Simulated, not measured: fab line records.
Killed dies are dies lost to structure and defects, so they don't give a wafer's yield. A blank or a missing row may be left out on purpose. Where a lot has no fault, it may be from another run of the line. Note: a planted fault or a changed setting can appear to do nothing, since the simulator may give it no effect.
Split-lot experiment :: flow n5_finfet :: 21 wafers read across 7 lots, on a route 1938 steps long

== THE SPLIT ITSELF ==
At N5_BEOL_M15_COAT_04 (resist thk 800 nm), the setting spin_rpm was moved away from the recipe's 1704 rpm on 9 of the 21 wafers read, by -8.6% to +4.0%. For the rest of the wafers, this setting stayed at what the recipe calls for.

== FROM THE SPLIT TO THE READING: what the file shows between them, 4 steps ==
- N5_BEOL_M15_EBR_06
- N5_BEOL_M15_SOFTBAKE_05: time 60 s
- N5_BEOL_M15_DESCUM_15: chemistry O2, time 7.9 s
- N5_BEOL_M15_ETCH_59: etches BARC in N2/H2, target depth 89 nm, overetch 26.7 nm, time 67.9 s

== THE READING ==
coat_of_BEOL_M15_COAT_04.thk_nm (the simulator's own value, which no gauge read), in nm, at N5_BEOL_M15_VIA_ETCH_16 (etches SiO2 in C4F8/O2/Ar, target depth 1792.2 nm). No usual value for it is given in the file. Average 332.6 nm, standard deviation 5.7 nm, over the 12 wafers here run with the recipe.

wafer: L074.1
tool, chamber at the split: litho_track-01, 0
spin_rpm as run, rpm: 1557
against the recipe: -8.6%
coat_of_BEOL_M15_COAT_04.thk_nm, nm: 370.8
against lot-mates on the recipe: +43.4

wafer: L074.3
tool, chamber at the split: litho_track-01, 0
spin_rpm as run, rpm: 1557
against the recipe: -8.6%
coat_of_BEOL_M15_COAT_04.thk_nm, nm: 373.2
against lot-mates on the recipe: +45.8

wafer: L074.5
tool, chamber at the split: litho_track-01, 0
spin_rpm as run, rpm: 1704
against the recipe: recipe
coat_of_BEOL_M15_COAT_04.thk_nm, nm: 327.4
against lot-mates on the recipe: -

wafer: L076.1
tool, chamber at the split: litho_track-01, 0
spin_rpm as run, rpm: 1704
against the recipe: recipe
coat_of_BEOL_M15_COAT_04.thk_nm, nm: 339
against lot-mates on the recipe: -

wafer: L076.4
tool, chamber at the split: litho_track-01, 0
spin_rpm as run, rpm: 1704
against the recipe: recipe
coat_of_BEOL_M15_COAT_04.thk_nm, nm: 330.2
against lot-mates on the recipe: -

wafer: L076.5
tool, chamber at the split: litho_track-01, 0
spin_rpm as run, rpm: 1704
against the recipe: recipe
coat_of_BEOL_M15_COAT_04.thk_nm, nm: 337.6
against lot-mates on the recipe: -

wafer: L077.1
tool, chamber at the split: litho_track-05, 0
spin_rpm as run, rpm: 1568
against the recipe: -8.0%
coat_of_BEOL_M15_COAT_04.thk_nm, nm: 371
against lot-mates on the recipe: no lot-mate on the recipe

wafer: L077.4
tool, chamber at the split: litho_track-05, 0
spin_rpm as run, rpm: 1568
against the recipe: -8.0%
coat_of_BEOL_M15_COAT_04.thk_nm, nm: 370
against lot-mates on the recipe: no lot-mate on the recipe

wafer: L077.5
tool, chamber at the split: litho_track-05, 0
spin_rpm as run, rpm: 1568
against the recipe: -8.0%
coat_of_BEOL_M15_COAT_04.thk_nm, nm: 361.8
against lot-mates on the recipe: no lot-mate on the recipe

wafer: L080.1
tool, chamber at the split: litho_track-01, 0
spin_rpm as run, rpm: 1704
against the recipe: recipe
coat_of_BEOL_M15_COAT_04.thk_nm, nm: 339.2
against lot-mates on the recipe: -

wafer: L080.2
tool, chamber at the split: litho_track-01, 0
spin_rpm as run, rpm: 1704
against the recipe: recipe
coat_of_BEOL_M15_COAT_04.thk_nm, nm: 340.8
against lot-mates on the recipe: -

wafer: L080.6
tool, chamber at the split: litho_track-01, 0
spin_rpm as run, rpm: 1704
against the recipe: recipe
coat_of_BEOL_M15_COAT_04.thk_nm, nm: 329
against lot-mates on the recipe: -

wafer: L082.1
tool, chamber at the split: litho_track-05, 0
spin_rpm as run, rpm: 1704
against the recipe: recipe
coat_of_BEOL_M15_COAT_04.thk_nm, nm: 334.8
against lot-mates on the recipe: -

wafer: L082.4
tool, chamber at the split: litho_track-05, 0
spin_rpm as run, rpm: 1583
against the recipe: -7.1%
coat_of_BEOL_M15_COAT_04.thk_nm, nm: 362.4
against lot-mates on the recipe: +27.6

wafer: L082.6
tool, chamber at the split: litho_track-05, 0
spin_rpm as run, rpm: 1583
against the recipe: -7.1%
coat_of_BEOL_M15_COAT_04.thk_nm, nm: 357.4
against lot-mates on the recipe: +22.6

wafer: L083.4
tool, chamber at the split: litho_track-05, 0
spin_rpm as run, rpm: 1704
against the recipe: recipe
coat_of_BEOL_M15_COAT_04.thk_nm, nm: 331
against lot-mates on the recipe: -

wafer: L083.5
tool, chamber at the split: litho_track-05, 0
spin_rpm as run, rpm: 1772
against the recipe: +4.0%
coat_of_BEOL_M15_COAT_04.thk_nm, nm: 301.6
against lot-mates on the recipe: -29.4

wafer: L083.6
tool, chamber at the split: litho_track-05, 0
spin_rpm as run, rpm: 1772
against the recipe: +4.0%
coat_of_BEOL_M15_COAT_04.thk_nm, nm: 320
against lot-mates on the recipe: -11.0

wafer: L086.3
tool, chamber at the split: litho_track-05, 0
spin_rpm as run, rpm: 1704
against the recipe: recipe
coat_of_BEOL_M15_COAT_04.thk_nm, nm: 333.6
against lot-mates on the recipe: -

wafer: L086.4
tool, chamber at the split: litho_track-05, 0
spin_rpm as run, rpm: 1704
against the recipe: recipe
coat_of_BEOL_M15_COAT_04.thk_nm, nm: 327.4
against lot-mates on the recipe: -

wafer: L086.5
tool, chamber at the split: litho_track-05, 0
spin_rpm as run, rpm: 1704
against the recipe: recipe
coat_of_BEOL_M15_COAT_04.thk_nm, nm: 321
against lot-mates on the recipe: -

THE FIT
A straight line over all 21 wafers: coat_of_BEOL_M15_COAT_04.thk_nm changes by -4.49 nm for each +1% of spin_rpm; r = -0.96; the points scatter about the line by 6 nm.
The same after taking each lot's own level away (the mean of its wafers on the recipe; 18 wafers): -4.62 nm for each +1%; r = -0.95; scatter 5.9 nm.
Per that fit: largest spin_rpm move, reading shift of 40 nm.
From 327.33 to 336.33 nm: that is the span of the lots' own levels, equal to 1.6 times the standard deviation above.
The two slopes agree, so the slope changes little with the lot-to-lot level.
Check: with one of the wafers moved furthest among these (-8.6%) left out of the fit, the line predicts +37.8 nm for it against its lot-mates. Against them it came out at +43.4 nm.

== THE OTHER SPLITS THESE WAFERS WENT THROUGH ==
Other splits were also applied to these wafers ahead of the reading. Each is held against what the fit with the lots' levels taken away leaves over:
other split on the same wafers: N5_BEOL_M12_ETCH_59 bias_w
wafers away from the commonest value: 7
r with coat_of_BEOL_M15_COAT_04.thk_nm (lot level and that fit taken away): +0.17

other split on the same wafers: N5_BEOL_M13_TRENCH_ETCH_34 time_s
wafers away from the commonest value: 10
r with coat_of_BEOL_M15_COAT_04.thk_nm (lot level and that fit taken away): +0.19

other split on the same wafers: N5_BEOL_M13_SPUTTER_43 time_s
wafers away from the commonest value: 7
r with coat_of_BEOL_M15_COAT_04.thk_nm (lot level and that fit taken away): -0.24

== THE WHOLE CHAIN: every reading that the file lists as answering this split, in the file's order ==
step: N5_BEOL_M15_COAT_04
what it does: resist thk 800 nm
reading: coat_of_BEOL_M15_COAT_04.thk_nm (the simulator's own value, which no gauge read)
change (the file's fit): -4.18 nm for each +1% of the setting
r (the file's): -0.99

step: N5_BEOL_M15_ETCH_59
what it does: etches BARC in N2/H2, target depth 89 nm, overetch 26.7 nm, time 67.9 s
reading: coat_of_BEOL_M15_COAT_04.thk_nm (the simulator's own value, which no gauge read)
change (the file's fit): -4.33 nm for each +1% of the setting
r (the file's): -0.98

step: N5_BEOL_M15_VIA_ETCH_16
what it does: etches SiO2 in C4F8/O2/Ar, target depth 1792.2 nm
reading: coat_of_BEOL_M15_COAT_04.thk_nm (the simulator's own value, which no gauge read)
change (the file's fit): -4.57 nm for each +1% of the setting
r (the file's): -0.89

== THE FILE'S OWN FIT ==
coat_of_BEOL_M15_COAT_04.thk_nm changes by -4.57 nm for each +1% of spin_rpm, r = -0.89.
